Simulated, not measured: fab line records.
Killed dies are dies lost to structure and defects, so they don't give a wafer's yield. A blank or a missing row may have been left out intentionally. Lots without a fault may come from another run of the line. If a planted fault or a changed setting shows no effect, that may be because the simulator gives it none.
What tool caused it? + flow n5-finfet + 23 lots, 69 wafers sampled, at 3 steps of a route of 1938

## WHAT THE GAUGES SHOWED, per wafer
N5_BEOL_M7_CD_MEAS_18: pitch 80 nm, target cd 40 nm. Usual: cd-nm at 40.0 nm, with a standard deviation of 0.57.
| lot  | measured     | on        | cd-nm (nm)     | flag |
|------|--------------|-----------|----------------|------|
| L074 | day 10 10:20 | cd-sem-03 | 40.4 40.2 40.6 |      |
| L075 | day 10 12:49 | cd-sem-03 | 39.9 40.0 40.3 |      |
| L076 | day 10 13:13 | cd-sem-02 | 39.8 40.5 40.1 |      |
| L077 | day 10 23:25 | cd-sem-02 | 39.1 39.2 39.5 |      |
| L078 | day 11 05:46 | cd-sem-02 | 39.4 39.9 40.4 |      |
| L080 | day 11 21:46 | cd-sem-01 | 40.6 40.1 40.5 |      |
| L079 | day 11 23:34 | cd-sem-03 | 39.5 40.0 39.4 |      |
| L081 | day 12 00:50 | cd-sem-03 | 39.7 40.4 39.8 |      |
| L082 | day 12 08:32 | cd-sem-01 | 40.3 39.9 39.6 |      |
| L083 | day 12 08:46 | cd-sem-01 | 39.8 39.6 40.3 |      |
| L084 | day 12 13:47 | cd-sem-01 | 40.6 40.9 39.9 |      |
| L087 | day 13 03:44 | cd-sem-01 | 40.4 40.1 40.2 |      |
| L085 | day 13 12:48 | cd-sem-02 | 39.8 38.8 38.9 |      |
| L086 | day 13 16:59 | cd-sem-01 | 40.9 40.2 40.4 |      |
| L089 | day 13 22:05 | cd-sem-01 | 39.7 39.6 39.3 |      |
| L091 | day 14 03:51 | cd-sem-03 | 40.9 40.1 40.4 |      |
| L088 | day 14 04:08 | cd-sem-02 | 40.7 40.2 39.4 |      |
| L092 | day 14 05:05 | cd-sem-03 | 39.9 39.0 39.3 |      |
| L090 | day 14 19:15 | cd-sem-03 | 40.9 40.0 40.3 |      |
| L093 | day 15 07:19 | cd-sem-02 | 39.7 39.9 39.6 |      |
| L095 | day 15 07:22 | cd-sem-03 | 39.8 39.5 40.5 |      |
| L097 | day 16 14:34 | cd-sem-03 | 41.4 39.8 40.5 |      |
| L096 | day 16 14:51 | cd-sem-02 | 40.2 40.0 40.0 |      |

## WHICH TOOL RAN EACH LOT (tool, then ch and the chambers of the sampled wafers, then the start)
| lot  | N5_BEOL_M7_STRIP_67                | N5_BEOL_M7_HM_OPEN_17             |
|------|------------------------------------|-----------------------------------|
| L074 | rie-diel-01 ch 2,3, day 10 09:53   | rie-metal-03 ch 0,1, day 10 09:58 |
| L075 | rie-diel-03 ch 0,2, day 10 12:36   | rie-metal-03 ch 0,1, day 10 12:38 |
| L076 | rie-diel-01 ch 0,3, day 10 12:59   | rie-metal-02 ch 0,1, day 10 13:02 |
| L077 | rie-diel-04 ch 1,3, day 10 23:12   | rie-metal-03 ch 0,1, day 10 23:14 |
| L078 | rie-diel-03 ch 0,2,3, day 11 05:32 | rie-metal-02 ch 0,1, day 11 05:35 |
| L080 | rie-diel-04 ch 1,2, day 11 21:33   | rie-metal-01 ch 0,1, day 11 21:37 |
| L079 | rie-diel-03 ch 0,1,2, day 11 23:20 | rie-metal-01 ch 1, day 11 23:23   |
| L081 | rie-diel-04 ch 0,1, day 12 00:33   | rie-metal-03 ch 0,1, day 12 00:35 |
| L082 | rie-diel-01 ch 1,2,3, day 12 08:13 | rie-metal-01 ch 0,1, day 12 08:15 |
| L083 | rie-diel-04 ch 0,2,3, day 12 08:32 | rie-metal-01 ch 0,1, day 12 08:35 |
| L084 | rie-diel-01 ch 1,2,3, day 12 13:34 | rie-metal-02 ch 0,1, day 12 13:37 |
| L087 | rie-diel-03 ch 0,3, day 13 03:31   | rie-metal-03 ch 0,1, day 13 03:34 |
| L085 | rie-diel-01 ch 1,3, day 13 12:29   | rie-metal-02 ch 1, day 13 12:32   |
| L086 | rie-diel-01 ch 2,3, day 13 16:41   | rie-metal-01 ch 0,1, day 13 16:43 |
| L089 | rie-diel-01 ch 1,3, day 13 21:49   | rie-metal-03 ch 0, day 13 21:52   |
| L091 | rie-diel-01 ch 1,3, day 14 03:30   | rie-metal-02 ch 0,1, day 14 03:32 |
| L088 | rie-diel-01 ch 0,1,3, day 14 03:46 | rie-metal-03 ch 0,1, day 14 03:50 |
| L092 | rie-diel-03 ch 0,1,3, day 14 04:49 | rie-metal-03 ch 1, day 14 04:52   |
| L090 | rie-diel-04 ch 2,3, day 14 19:02   | rie-metal-02 ch 0,1, day 14 19:04 |
| L093 | rie-diel-03 ch 1,3, day 15 07:04   | rie-metal-03 ch 0,1, day 15 07:07 |
| L095 | rie-diel-01 ch 0,1,3, day 15 07:08 | rie-metal-02 ch 0,1, day 15 07:10 |
| L097 | rie-diel-03 ch 0,2, day 16 14:14   | rie-metal-02 ch 0,1, day 16 14:17 |
| L096 | rie-diel-03 ch 1,2,3, day 16 14:30 | rie-metal-01 ch 0,1, day 16 14:34 |
- N5_BEOL_M7_STRIP_67: strips in CF4.
- N5_BEOL_M7_HM_OPEN_17: chemistry Cl2/BCl3, target TiN, target depth 20 nm, overetch 6 nm.

## AS READ BY THE TOOLS THEMSELVES (means over the sampled wafers that have a number; for cases with no such wafer, the mark the record gives instead)
N5_BEOL_M7_STRIP_67. Usual: cf4-flow-sccm 150.0 sccm, standard deviation 0.43; drypump-motor-current-A 5.8 A, standard deviation 0.54; oes-product-au 0.75 a.u., standard deviation 0.062; rf-vpp-V 271.1 V, standard deviation 1.6; showerhead-plenum-p-Torr 1.79 Torr, standard deviation 0.053; throttle-valve-pct 13.67 %, standard deviation 0.27.
| lot  | tool        | cf4-flow-sccm (sccm) | drypump-motor-current-A (A) | oes-product-au (a.u.) | rf-vpp-V (V) | showerhead-plenum-p-Torr (Torr) | throttle-valve-pct (%) | flag |
|------|-------------|----------------------|-----------------------------|-----------------------|--------------|---------------------------------|------------------------|------|
| L074 | rie-diel-01 | 150.3                | 5.9                         | 0.75                  | 272.7        | 1.85                            | 13.64                  |      |
| L075 | rie-diel-03 | 149.9                | 4.8                         | 0.74                  | 271.7        | 1.83                            | 13.91                  |      |
| L076 | rie-diel-01 | 150.1                | 6.2                         | 0.79                  | 271.8        | 1.82                            | 13.33                  |      |
| L077 | rie-diel-04 | 150.5                | 6.0                         | 0.74                  | 270.2        | 1.75                            | 13.77                  |      |
| L078 | rie-diel-03 | 150.0                | 5.4                         | 0.76                  | 271.3        | 1.79                            | 13.75                  |      |
| L080 | rie-diel-04 | 150.5                | 5.8                         | 0.81                  | 269.6        | 1.74                            | 13.72                  |      |
| L079 | rie-diel-03 | 149.8                | 5.3                         | 0.73                  | 271.9        | 1.82                            | 13.89                  |      |
| L081 | rie-diel-04 | 149.9                | 6.0                         | 0.71                  | 272.1        | 1.80                            | 13.66                  |      |
| L082 | rie-diel-01 | 149.7                | 6.1                         | 0.72                  | 272.0        | 1.80                            | 13.71                  |      |
| L083 | rie-diel-04 | 150.2                | 5.7                         | 0.76                  | 271.6        | 1.78                            | 13.54                  |      |
| L084 | rie-diel-01 | 150.0                | 6.0                         | 0.72                  | 270.9        | 1.80                            | 13.71                  |      |
| L087 | rie-diel-03 | 149.4                | 5.5                         | 0.74                  | 270.5        | 1.76                            | 13.73                  |      |
| L085 | rie-diel-01 | 149.8                | 6.2                         | 0.70                  | 270.2        | 1.76                            | 13.76                  |      |
| L086 | rie-diel-01 | 149.7                | 5.9                         | 0.73                  | 272.1        | 1.84                            | 13.70                  |      |
| L089 | rie-diel-01 | 150.4                | 6.2                         | 0.69                  | 270.2        | 1.76                            | 13.78                  |      |
| L091 | rie-diel-01 | 150.6                | 6.2                         | 0.70                  | 271.5        | 1.81                            | 13.65                  |      |
| L088 | rie-diel-01 | 150.2                | 6.2                         | 0.75                  | 270.5        | 1.77                            | 13.54                  |      |
| L092 | rie-diel-03 | 150.3                | 5.8                         | 0.74                  | 270.1        | 1.78                            | 13.74                  |      |
| L090 | rie-diel-04 | 149.9                | 5.5                         | 0.81                  | 270.1        | 1.76                            | 13.52                  |      |
| L093 | rie-diel-03 | 149.7                | 6.3                         | 0.76                  | 270.4        | 1.76                            | 13.62                  |      |
| L095 | rie-diel-01 | 150.0                | 6.2                         | 0.74                  | 270.1        | 1.77                            | 13.54                  |      |
| L097 | rie-diel-03 | 150.2                | 4.9                         | 0.70                  | 271.6        | 1.80                            | 13.96                  |      |
| L096 | rie-diel-03 | 150.1                | 5.7                         | 0.73                  | 271.1        | 1.80                            | 13.83                  |      |

N5_BEOL_M7_HM_OPEN_17. Usual: drypump-motor-current-A 5.8 A, standard deviation 0.38; oes-product-au 0.64 a.u., standard deviation 0.099; throttle-valve-pct 22.25 %, standard deviation 0.13.
| lot  | tool         | drypump-motor-current-A (A) | oes-product-au (a.u.) | throttle-valve-pct (%) | flag |
|------|--------------|-----------------------------|-----------------------|------------------------|------|
| L074 | rie-metal-03 | 6.1                         | 0.63                  | 22.14                  |      |
| L075 | rie-metal-03 | 6.3                         | 0.61                  | 22.18                  |      |
| L076 | rie-metal-02 | 5.4                         | 0.58                  | 22.40                  |      |
| L077 | rie-metal-03 | 6.1                         | 0.62                  | 22.15                  |      |
| L078 | rie-metal-02 | 5.5                         | 0.56                  | 22.43                  |      |
| L080 | rie-metal-01 | 5.7                         | 0.63                  | 22.17                  |      |
| L079 | rie-metal-01 | 5.7                         | 0.56                  | 22.14                  |      |
| L081 | rie-metal-03 | 6.1                         | 0.63                  | 22.15                  |      |
| L082 | rie-metal-01 | 5.7                         | 0.64                  | 22.16                  |      |
| L083 | rie-metal-01 | 5.6                         | 0.72                  | 22.20                  |      |
| L084 | rie-metal-02 | 5.4                         | 0.56                  | 22.42                  |      |
| L087 | rie-metal-03 | 6.1                         | 0.61                  | 22.16                  |      |
| L085 | rie-metal-02 | 5.3                         | 0.56                  | 22.42                  |      |
| L086 | rie-metal-01 | 5.6                         | 0.70                  | 22.22                  |      |
| L089 | rie-metal-03 | 6.4                         | 0.58                  | 22.26                  |      |
| L091 | rie-metal-02 | 5.5                         | 0.77                  | 22.37                  |      |
| L088 | rie-metal-03 | 6.1                         | 0.61                  | 22.15                  |      |
| L092 | rie-metal-03 | 6.0                         | 0.63                  | 22.13                  |      |
| L090 | rie-metal-02 | 5.5                         | 0.75                  | 22.37                  |      |
| L093 | rie-metal-03 | 6.1                         | 0.60                  | 22.17                  |      |
| L095 | rie-metal-02 | 5.5                         | 0.73                  | 22.36                  |      |
| L097 | rie-metal-02 | 5.5                         | 0.72                  | 22.37                  |      |
| L096 | rie-metal-01 | 5.7                         | 0.78                  | 22.05                  |      |

## THE ANSWER, worked out from the rows above alone
Rule: a lot counts as off when the mean over its wafers that have a number is more than 3 standard deviations away from the usual mean. Also off: a lot with no number at a reading for which 4 or more lots have one. The other lots that the step has rows for count as sound. The gauges are gone through in route order, then the tools' own readings, and for those a lot's mean is taken as printed above. The first step at which some lot is off is used, and at that step the reading that is off furthest; a lot without a number counts as furthest.
Across all readings shown, no lot is off: no conclusion can be drawn from this.

## WHAT THE SIMULATOR PUT IN
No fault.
